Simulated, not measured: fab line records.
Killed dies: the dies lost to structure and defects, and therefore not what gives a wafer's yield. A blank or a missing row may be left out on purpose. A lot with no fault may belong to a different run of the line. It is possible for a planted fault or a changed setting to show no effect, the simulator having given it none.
Split-lot experiment ; flow n5_finfet ; route with 1938 steps; 7 lots, 39 wafers read

## THE SPLIT ITSELF
At N5_ZERO_LAYER_DEVELOP_10 (develop time 60 s), the setting develop_time_s was moved away from the recipe's 60 s on 15 of the 39 wafers read, by -39.3% to +49.6%. This setting was run at the recipe's value on the other wafers.

## THE PATH FROM SPLIT TO READING: the file shows 1 step between them
- N5_ZERO_LAYER_HARDBAKE_23: time 120 s

## THE READING
cd_nm at N5_ZERO_LAYER_CD_MEAS_11, given in nm (cd target 2000 nm). A value of 1998.7 nm with a standard deviation of 2.2 nm is what fault-free wafers of this fab line usually give.

wafer;tool, chamber at the split;develop_time_s as run, s;against the recipe;cd_nm, nm;against lot-mates on the recipe
L080.1;litho_track-01, 0;86.79;+44.7%;2006.7;+11.2
L080.2;litho_track-01, 0;86.79;+44.7%;2003.9;+8.4
L080.3;litho_track-01, 0;60;recipe;1995.8;-
L080.4;litho_track-01, 0;60;recipe;1994.5;-
L080.5;litho_track-01, 0;60;recipe;1996.1;-
L080.6;litho_track-01, 0;86.79;+44.7%;2006.2;+10.7
L081.1;litho_track-01, 0;60;recipe;1997.5;-
L081.2;litho_track-01, 0;40.16;-33.1%;1983.7;-13.3
L081.3;litho_track-01, 0;40.16;-33.1%;1988.8;-8.2
L081.4;litho_track-01, 0;60;recipe;1997.3;-
L081.5;litho_track-01, 0;60;recipe;1996.1;-
L081.6;litho_track-01, 0;40.16;-33.1%;1988.3;-8.7
L084.1;litho_track-01, 0;89.75;+49.6%;2007.7;+9.9
L084.2;litho_track-01, 0;89.75;+49.6%;2006.7;+8.9
L084.3;litho_track-01, 0;60;recipe;1998.4;-
L084.4;litho_track-01, 0;60;recipe;1997.5;-
L084.5;litho_track-01, 0;89.75;+49.6%;2003.7;+5.9
L084.6;litho_track-01, 0;60;recipe;1997.6;-
L085.2;litho_track-04, 0;60;recipe;2000.9;-
L085.4;litho_track-04, 0;60;recipe;2000.9;-
L085.5;litho_track-04, 0;60;recipe;2000.3;-
L091.1;litho_track-05, 0;36.43;-39.3%;1983.8;-13.9
L091.2;litho_track-05, 0;60;recipe;1996.4;-
L091.3;litho_track-05, 0;36.43;-39.3%;1986.0;-11.7
L091.4;litho_track-05, 0;60;recipe;1999.3;-
L091.5;litho_track-05, 0;36.43;-39.3%;1983.4;-14.3
L091.6;litho_track-05, 0;60;recipe;1997.3;-
L093.1;litho_track-01, 0;83.79;+39.7%;2005.9;+7.9
L093.2;litho_track-01, 0;83.79;+39.7%;2005.0;+7.0
L093.3;litho_track-01, 0;60;recipe;1996.3;-
L093.4;litho_track-01, 0;83.79;+39.7%;2006.3;+8.3
L093.5;litho_track-01, 0;60;recipe;2001.6;-
L093.6;litho_track-01, 0;60;recipe;1996.2;-
L097.1;litho_track-05, 0;60;recipe;2001.0;-
L097.2;litho_track-05, 0;60;recipe;2003.2;-
L097.3;litho_track-05, 0;60;recipe;1997.4;-
L097.4;litho_track-05, 0;60;recipe;2001.1;-
L097.5;litho_track-05, 0;60;recipe;1999.5;-
L097.6;litho_track-05, 0;60;recipe;1999.3;-

FIT RESULTS
A straight line over all 39 wafers: cd_nm changes by +0.231 nm for each +1% of develop_time_s; r = +0.91; the points scatter about the line by 2.8 nm.
The same after taking each lot's own level away (the mean of its wafers on the recipe; 39 wafers): +0.239 nm for each +1%; r = +0.95; scatter 2.1 nm.
Per that fit: largest develop_time_s move, reading shift of 12 nm.
Measured against the standard deviation above, the lots' own levels, which go from 1995.47 to 2000.70 nm, span 2.4 times it.
Hence the lot-to-lot level has little effect on the slope; both slopes agree.
Check: +11.1 nm against its lot-mates is what the line predicts for one of the wafers moved furthest among these (+49.6%) when that wafer is left out of the fit. Against them it came out at +9.87 nm.

## THE WHOLE CHAIN: every reading that the file lists as answering this split, in the file's order
step;what it does;reading;change (the file's fit);r (the file's)
N5_ZERO_LAYER_CD_MEAS_11;target cd 2000 nm;cd_nm;+0.233 nm for each +1% of the setting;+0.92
N5_ZERO_LAYER_DESCUM_16;chemistry O2, time 7.9 s;ZERO_LAYER.cd_nm (the simulator's own value, which no gauge read);+0.235 nm for each +1% of the setting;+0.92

## THE FILE'S OWN FIT
cd_nm changes by +0.233 nm for each +1% of develop_time_s, r = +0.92.
